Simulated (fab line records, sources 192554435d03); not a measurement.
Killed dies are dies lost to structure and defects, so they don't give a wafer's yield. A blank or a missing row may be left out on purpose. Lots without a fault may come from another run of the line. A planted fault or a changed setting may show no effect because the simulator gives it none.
Which tool did it? | flow n5_finfet | 24 lots, 72 wafers sampled, at 6 steps of a route of 1938

WHAT THE GAUGES READ, wafer by wafer
N5_BEOL_M6_THK_MEAS_01. Usual: M6_ILD_THK 154.9 nm, standard deviation 2.1.
lot  | measured     | on            | M6_ILD_THK (nm)   | flag
L075 | day 8 19:11  | film_metro-02 | 156.1 155.9 159.5 |
L074 | day 8 19:16  | film_metro-01 | 150.0 155.2 154.9 |
L076 | day 8 22:11  | film_metro-01 | 153.4 157.0 152.8 |
L077 | day 9 14:05  | film_metro-01 | 154.5 159.6 160.8 |
L079 | day 9 18:11  | film_metro-02 | 153.8 156.1 158.7 |
L078 | day 9 19:25  | film_metro-02 | 151.8 153.1 155.6 |
L080 | day 10 04:42 | film_metro-02 | 153.2 152.4 153.4 |
L081 | day 10 13:08 | film_metro-02 | 156.0 155.1 156.6 |
L082 | day 10 12:41 | film_metro-01 | 155.1 155.0 156.9 |
L084 | day 10 17:31 | film_metro-02 | 151.7 155.7 154.5 |
L083 | day 10 20:16 | film_metro-02 | 153.5 153.7 151.5 |
L085 | day 11 11:22 | film_metro-02 | 152.4 154.3 155.2 |
L086 | day 11 19:43 | film_metro-02 | 155.6 151.3 154.7 |
L088 | day 12 04:56 | film_metro-01 | 152.4 158.8 156.7 |
L087 | day 12 02:25 | film_metro-01 | 155.4 151.9 157.3 |
L089 | day 12 12:43 | film_metro-02 | 152.3 157.8 155.6 |
L090 | day 13 01:55 | film_metro-02 | 153.5 155.9 156.7 |
L091 | day 13 05:02 | film_metro-01 | 152.1 154.3 153.5 |
L092 | day 13 10:43 | film_metro-01 | 154.1 155.3 155.3 |
L093 | day 13 15:28 | film_metro-01 | 155.8 152.8 157.5 |
L094 | day 13 17:01 | film_metro-01 | 153.9 157.0 155.6 |
L097 | day 14 11:34 | film_metro-01 | 155.6 157.6 155.2 |
L095 | day 14 08:22 | film_metro-02 | 152.2 153.7 155.3 |
L096 | day 14 13:35 | film_metro-02 | 154.1 155.1 157.5 |

WHICH TOOL RAN EACH LOT (tool, then ch and the chambers of the sampled wafers, then the start)
lot  | N5_BEOL_M5_STRIP_64                | N5_BEOL_M5_HM_OPEN_17             | N5_BEOL_M5_CURE_80            | N5_BEOL_M5_PRE_CLEAN_45      | N5_BEOL_M5_SPUTTER_81
L075 | rie_diel-03 ch 0,3, day 8 09:53    | rie_metal-01 ch 0,1, day 8 09:56  | uv_cure-03 ch 1, day 8 11:52  | pvd_sputter-01, day 8 12:32  | pvd_sputter-02, day 8 14:09
L074 | rie_diel-06 ch 1,2,3, day 8 09:55  | rie_metal-03 ch 1, day 8 09:58    | uv_cure-01 ch 2, day 8 11:46  | pvd_sputter-03, day 8 12:32  | pvd_sputter-03, day 8 14:12
L076 | rie_diel-02 ch 0,1,3, day 8 10:59  | rie_metal-02 ch 0,1, day 8 11:03  | uv_cure-02 ch 1, day 8 12:50  | pvd_sputter-01, day 8 14:45  | pvd_sputter-01, day 8 16:54
L077 | rie_diel-03 ch 0,1,2, day 9 02:42  | rie_metal-02 ch 0,1, day 9 02:45  | uv_cure-01 ch 2, day 9 04:30  | pvd_sputter-01, day 9 04:58  | pvd_sputter-01, day 9 06:46
L079 | rie_diel-03 ch 0,2,3, day 9 05:59  | rie_metal-02 ch 0,1, day 9 06:01  | uv_cure-01 ch 1, day 9 07:29  | pvd_sputter-03, day 9 07:56  | pvd_sputter-02, day 9 09:56
L078 | rie_diel-02 ch 0,1,3, day 9 07:06  | rie_metal-02 ch 0,1, day 9 07:08  | uv_cure-01 ch 2, day 9 10:53  | pvd_sputter-01, day 9 11:12  | pvd_sputter-03, day 9 12:53
L080 | rie_diel-02 ch 1,2, day 9 18:38    | rie_metal-01 ch 0,1, day 9 18:43  | uv_cure-01 ch 0, day 9 21:02  | pvd_sputter-03, day 9 21:17  | pvd_sputter-03, day 9 22:58
L081 | rie_diel-02 ch 0,1,2, day 10 01:48 | rie_metal-02 ch 0,1, day 10 01:52 | uv_cure-02 ch 1, day 10 05:44 | pvd_sputter-01, day 10 06:16 | pvd_sputter-03, day 10 08:06
L082 | rie_diel-02 ch 1,2,3, day 10 02:08 | rie_metal-02 ch 0,1, day 10 02:10 | uv_cure-03 ch 2, day 10 05:15 | pvd_sputter-01, day 10 05:46 | pvd_sputter-02, day 10 07:34
L084 | rie_diel-06 ch 0,1,3, day 10 07:47 | rie_metal-03 ch 0,1, day 10 07:49 | uv_cure-03 ch 0, day 10 09:56 | pvd_sputter-01, day 10 10:41 | pvd_sputter-01, day 10 12:34
L083 | rie_diel-06 ch 1,2, day 10 09:53   | rie_metal-01 ch 0,1, day 10 09:55 | uv_cure-03 ch 0, day 10 11:25 | pvd_sputter-03, day 10 11:44 | pvd_sputter-02, day 10 15:04
L085 | rie_diel-03 ch 1,2,3, day 11 02:20 | rie_metal-01 ch 0,1, day 11 02:23 | uv_cure-01 ch 2, day 11 03:45 | pvd_sputter-01, day 11 04:10 | pvd_sputter-01, day 11 06:01
L086 | rie_diel-02 ch 0,1,2, day 11 09:15 | rie_metal-01 ch 0,1, day 11 09:17 | uv_cure-02 ch 2, day 11 11:44 | pvd_sputter-03, day 11 12:13 | pvd_sputter-02, day 11 14:18
L088 | rie_diel-02 ch 0,1, day 11 15:27   | rie_metal-01 ch 0,1, day 11 15:33 | uv_cure-01 ch 1, day 11 20:02 | pvd_sputter-01, day 11 20:37 | pvd_sputter-02, day 11 23:53
L087 | rie_diel-06 ch 0,1,2, day 11 15:29 | rie_metal-03 ch 0,1, day 11 15:35 | uv_cure-03 ch 2, day 11 19:02 | pvd_sputter-03, day 11 19:31 | pvd_sputter-03, day 11 21:14
L089 | rie_diel-03 ch 0,2, day 12 02:42   | rie_metal-03 ch 0,1, day 12 02:44 | uv_cure-01 ch 0, day 12 04:02 | pvd_sputter-01, day 12 05:56 | pvd_sputter-01, day 12 07:35
L090 | rie_diel-03 ch 0,2, day 12 15:28   | rie_metal-02 ch 0, day 12 15:31   | uv_cure-03 ch 0, day 12 17:43 | pvd_sputter-01, day 12 18:16 | pvd_sputter-03, day 12 20:28
L091 | rie_diel-06 ch 0,1, day 12 18:40   | rie_metal-02 ch 0,1, day 12 18:42 | uv_cure-03 ch 2, day 12 20:20 | pvd_sputter-01, day 12 20:43 | pvd_sputter-02, day 12 23:52
L092 | rie_diel-02 ch 1,2, day 13 00:18   | rie_metal-02 ch 0,1, day 13 00:20 | uv_cure-03 ch 1, day 13 03:35 | pvd_sputter-02, day 13 03:56 | pvd_sputter-01, day 13 05:38
L093 | rie_diel-06 ch 0,1,3, day 13 00:43 | rie_metal-02 ch 0, day 13 00:46   | uv_cure-01 ch 2, day 13 03:39 | pvd_sputter-01, day 13 04:13 | pvd_sputter-03, day 13 06:18
L094 | rie_diel-06 ch 1,2, day 13 04:17   | rie_metal-02 ch 0,1, day 13 04:20 | uv_cure-01 ch 2, day 13 09:55 | pvd_sputter-01, day 13 10:16 | pvd_sputter-01, day 13 12:00
L097 | rie_diel-02 ch 1,3, day 13 22:58   | rie_metal-01 ch 0,1, day 13 23:02 | uv_cure-02 ch 2, day 14 00:34 | pvd_sputter-03, day 14 00:49 | pvd_sputter-03, day 14 02:30
L095 | rie_diel-03 ch 2,3, day 13 23:09   | rie_metal-02 ch 0,1, day 13 23:11 | uv_cure-03 ch 0, day 14 00:37 | pvd_sputter-03, day 14 01:17 | pvd_sputter-01, day 14 03:20
L096 | rie_diel-03 ch 0,1, day 14 01:28   | rie_metal-02 ch 0,1, day 14 01:31 | uv_cure-03 ch 1, day 14 03:26 | pvd_sputter-02, day 14 05:35 | pvd_sputter-01, day 14 08:00
- N5_BEOL_M5_STRIP_64: strips in CF4.
- N5_BEOL_M5_HM_OPEN_17: chemistry Cl2/BCl3, target TiN, target depth 20 nm, overetch 6 nm.
- N5_BEOL_M5_CURE_80: cures SiCOH lowk, time 120 s.
- N5_BEOL_M5_PRE_CLEAN_45: time 30 s.
- N5_BEOL_M5_SPUTTER_81: material Cu, target thk 15 nm, time 27.62 s.

WHAT THE TOOLS THEMSELVES READ (means of the sampled wafers that have a number; where no wafer has one, the mark that the record gives instead)
N5_BEOL_M5_STRIP_64. Usual: cf4_flow_sccm 150.0 sccm, standard deviation 0.41; drypump_motor_current_A 5.9 A, standard deviation 0.47; oes_product_au 0.81 a.u., standard deviation 0.087; rf_vpp_V 271.0 V, standard deviation 1.4; showerhead_plenum_p_Torr 1.80 Torr, standard deviation 0.046; throttle_valve_pct 13.5 %, standard deviation 0.32.
lot  | tool        | cf4_flow_sccm (sccm) | drypump_motor_current_A (A) | oes_product_au (a.u.) | rf_vpp_V (V) | showerhead_plenum_p_Torr (Torr) | throttle_valve_pct (%) | flag
L075 | rie_diel-03 | 150.2                | 5.9                         | 0.79                  | 273.1        | 1.82                            | 13.6                   |
L074 | rie_diel-06 | 150.3                | 5.4                         | 0.85                  | 271.6        | 1.82                            | 13.5                   |
L076 | rie_diel-02 | 150.0                | 6.0                         | 0.77                  | 272.2        | 1.82                            | 13.5                   |
L077 | rie_diel-03 | 149.8                | 6.2                         | 0.87                  | 271.0        | 1.77                            | 13.4                   |
L079 | rie_diel-03 | 150.2                | 6.2                         | 0.85                  | 271.0        | 1.81                            | 13.4                   |
L078 | rie_diel-02 | 149.6                | 6.0                         | 0.77                  | 270.8        | 1.82                            | 13.5                   |
L080 | rie_diel-02 | 149.8                | 6.3                         | 0.90                  | 270.9        | 1.79                            | 13.4                   |
L081 | rie_diel-02 | 150.1                | 6.3                         | 0.80                  | 271.6        | 1.82                            | 13.5                   |
L082 | rie_diel-02 | 150.4                | 6.0                         | 0.85                  | 271.1        | 1.78                            | 13.4                   |
L084 | rie_diel-06 | 150.0                | 5.6                         | 0.85                  | 271.1        | 1.82                            | 13.4                   |
L083 | rie_diel-06 | 150.1                | 5.4                         | 0.79                  | 269.6        | 1.80                            | 13.8                   |
L085 | rie_diel-03 | 149.7                | 5.9                         | 0.77                  | 270.5        | 1.80                            | 13.8                   |
L086 | rie_diel-02 | 149.7                | 6.4                         | 0.79                  | 271.0        | 1.81                            | 13.5                   |
L088 | rie_diel-02 | 150.3                | 6.5                         | 0.75                  | 271.4        | 1.83                            | 13.5                   |
L087 | rie_diel-06 | 149.6                | 5.6                         | 0.80                  | 270.9        | 1.79                            | 13.7                   |
L089 | rie_diel-03 | 150.2                | 6.3                         | 0.89                  | 270.8        | 1.76                            | 13.1                   |
L090 | rie_diel-03 | 150.1                | 6.5                         | 0.88                  | 270.4        | 1.79                            | 13.3                   |
L091 | rie_diel-06 | 150.1                | 5.9                         | 0.81                  | 270.7        | 1.79                            | 13.7                   |
L092 | rie_diel-02 | 150.1                | 6.3                         | 0.85                  | 270.4        | 1.78                            | 13.5                   |
L093 | rie_diel-06 | 150.2                | 5.7                         | 0.82                  | 272.8        | 1.82                            | 13.5                   |
L094 | rie_diel-06 | 150.4                | 5.4                         | 0.77                  | 270.9        | 1.79                            | 13.9                   |
L097 | rie_diel-02 | 150.1                | 6.2                         | 0.77                  | 270.1        | 1.79                            | 13.5                   |
L095 | rie_diel-03 | 149.8                | 6.3                         | 0.89                  | 271.6        | 1.83                            | 13.4                   |
L096 | rie_diel-03 | 149.7                | 6.0                         | 0.82                  | 269.7        | 1.73                            | 13.4                   |

N5_BEOL_M5_HM_OPEN_17. Usual: drypump_motor_current_A 5.8 A, standard deviation 0.46; oes_product_au 0.64 a.u., standard deviation 0.05; throttle_valve_pct 22.36 %, standard deviation 0.2.
lot  | tool         | drypump_motor_current_A (A) | oes_product_au (a.u.) | throttle_valve_pct (%) | flag
L075 | rie_metal-01 | 5.1                         | 0.67                  | 22.08                  |
L074 | rie_metal-03 | 6.1                         | 0.55                  | 22.19                  |
L076 | rie_metal-02 | 6.1                         | 0.64                  | 22.52                  |
L077 | rie_metal-02 | 6.1                         | 0.63                  | 22.52                  |
L079 | rie_metal-02 | 6.2                         | 0.65                  | 22.49                  |
L078 | rie_metal-02 | 6.2                         | 0.65                  | 22.48                  |
L080 | rie_metal-01 | 5.4                         | 0.66                  | 22.18                  |
L081 | rie_metal-02 | 6.1                         | 0.63                  | 22.53                  |
L082 | rie_metal-02 | 6.1                         | 0.62                  | 22.54                  |
L084 | rie_metal-03 | 5.9                         | 0.62                  | 22.25                  |
L083 | rie_metal-01 | 5.1                         | 0.67                  | 22.07                  |
L085 | rie_metal-01 | 5.3                         | 0.64                  | 22.19                  |
L086 | rie_metal-01 | 5.1                         | 0.66                  | 22.08                  |
L088 | rie_metal-01 | 5.4                         | 0.65                  | 22.18                  |
L087 | rie_metal-03 | 5.9                         | 0.67                  | 22.30                  |
L089 | rie_metal-03 | 5.9                         | 0.60                  | 22.26                  |
L090 | rie_metal-02 | 6.0                         | 0.59                  | 22.59                  |
L091 | rie_metal-02 | 6.2                         | 0.64                  | 22.49                  |
L092 | rie_metal-02 | 6.2                         | 0.64                  | 22.50                  |
L093 | rie_metal-02 | 5.9                         | 0.59                  | 22.59                  |
L094 | rie_metal-02 | 6.2                         | 0.63                  | 22.51                  |
L097 | rie_metal-01 | 5.4                         | 0.64                  | 22.20                  |
L095 | rie_metal-02 | 6.0                         | 0.61                  | 22.55                  |
L096 | rie_metal-02 | 6.1                         | 0.63                  | 22.50                  |

N5_BEOL_M5_CURE_80. Usual: lamp_power_pct 52.32 %, standard deviation 0.053; wafer_temp_C_max 371.7, standard deviation 0.52.
lot  | tool       | lamp_power_pct (%) | wafer_temp_C_max | flag
L075 | uv_cure-03 | 52.34              | 371.6            |
L074 | uv_cure-01 | 52.28              | 371.2            |
L076 | uv_cure-02 | 52.31              | 371.6            |
L077 | uv_cure-01 | 52.28              | 371.5            |
L079 | uv_cure-01 | 52.30              | 371.8            |
L078 | uv_cure-01 | 52.35              | 371.5            |
L080 | uv_cure-01 | 52.29              | 372.7            |
L081 | uv_cure-02 | 52.27              | 371.8            |
L082 | uv_cure-03 | 52.34              | 372.6            |
L084 | uv_cure-03 | 52.37              | 371.5            |
L083 | uv_cure-03 | 52.32              | 371.5            |
L085 | uv_cure-01 | 52.33              | 371.9            |
L086 | uv_cure-02 | 52.28              | 371.1            |
L088 | uv_cure-01 | 52.28              | 371.7            |
L087 | uv_cure-03 | 52.29              | 372.6            |
L089 | uv_cure-01 | 52.32              | 372.3            |
L090 | uv_cure-03 | 52.29              | 371.7            |
L091 | uv_cure-03 | 52.33              | 372.3            |
L092 | uv_cure-03 | 52.25              | 371.9            |
L093 | uv_cure-01 | 52.34              | 371.7            |
L094 | uv_cure-01 | 52.32              | 371.5            |
L097 | uv_cure-02 | 52.32              | 371.1            |
L095 | uv_cure-03 | 52.34              | 371.8            |
L096 | uv_cure-03 | 52.32              | 372.1            |

N5_BEOL_M5_PRE_CLEAN_45. Usual: heater_power_w 326 W, standard deviation 19.
lot  | tool           | heater_power_w (W) | flag
L075 | pvd_sputter-01 | 340                |
L074 | pvd_sputter-03 | 307                |
L076 | pvd_sputter-01 | 328                |
L077 | pvd_sputter-01 | 341                |
L079 | pvd_sputter-03 | 307                |
L078 | pvd_sputter-01 | 332                |
L080 | pvd_sputter-03 | 316                |
L081 | pvd_sputter-01 | 341                |
L082 | pvd_sputter-01 | 331                |
L084 | pvd_sputter-01 | 337                |
L083 | pvd_sputter-03 | 317                |
L085 | pvd_sputter-01 | 338                |
L086 | pvd_sputter-03 | 321                |
L088 | pvd_sputter-01 | 337                |
L087 | pvd_sputter-03 | 303                |
L089 | pvd_sputter-01 | 330                |
L090 | pvd_sputter-01 | 335                |
L091 | pvd_sputter-01 | 341                |
L092 | pvd_sputter-02 | 320                |
L093 | pvd_sputter-01 | 329                |
L094 | pvd_sputter-01 | 333                |
L097 | pvd_sputter-03 | 316                |
L095 | pvd_sputter-03 | 308                |
L096 | pvd_sputter-02 | 341                |

N5_BEOL_M5_SPUTTER_81. Usual: throttle_valve_pct 29.9 %, standard deviation 0.98.
lot  | tool           | throttle_valve_pct (%) | flag
L075 | pvd_sputter-02 | 29.9                   |
L074 | pvd_sputter-03 | 29.7                   |
L076 | pvd_sputter-01 | 30.4                   |
L077 | pvd_sputter-01 | 30.1                   |
L079 | pvd_sputter-02 | 29.5                   |
L078 | pvd_sputter-03 | 29.4                   |
L080 | pvd_sputter-03 | 29.7                   |
L081 | pvd_sputter-03 | 29.2                   |
L082 | pvd_sputter-02 | 30.1                   |
L084 | pvd_sputter-01 | 30.6                   |
L083 | pvd_sputter-02 | 30.5                   |
L085 | pvd_sputter-01 | 29.9                   |
L086 | pvd_sputter-02 | 29.3                   |
L088 | pvd_sputter-02 | 30.4                   |
L087 | pvd_sputter-03 | 29.9                   |
L089 | pvd_sputter-01 | 31.0                   |
L090 | pvd_sputter-03 | 29.7                   |
L091 | pvd_sputter-02 | 29.4                   |
L092 | pvd_sputter-01 | 31.1                   |
L093 | pvd_sputter-03 | 30.1                   |
L094 | pvd_sputter-01 | 29.6                   |
L097 | pvd_sputter-03 | 29.8                   |
L095 | pvd_sputter-01 | 30.3                   |
L096 | pvd_sputter-01 | 29.9                   |

THE ANSWER, worked out from the rows above alone
Rule: a lot is off if the mean of its wafers that have a number lies more than 3 standard deviations from the usual mean. A lot without any number at a reading at which 4 lots or more have one is off too. The other lots that the step has rows for count as sound. The gauges are gone through in route order, then the tools' own readings, and for those a lot's mean is taken as printed above. The first step at which some lot is off is used, and at that step the reading that is off furthest; a lot without a number counts as furthest.
No lot is off at any reading shown: from this, nothing can be told.

WHAT THE SIMULATOR HAD PUT IN
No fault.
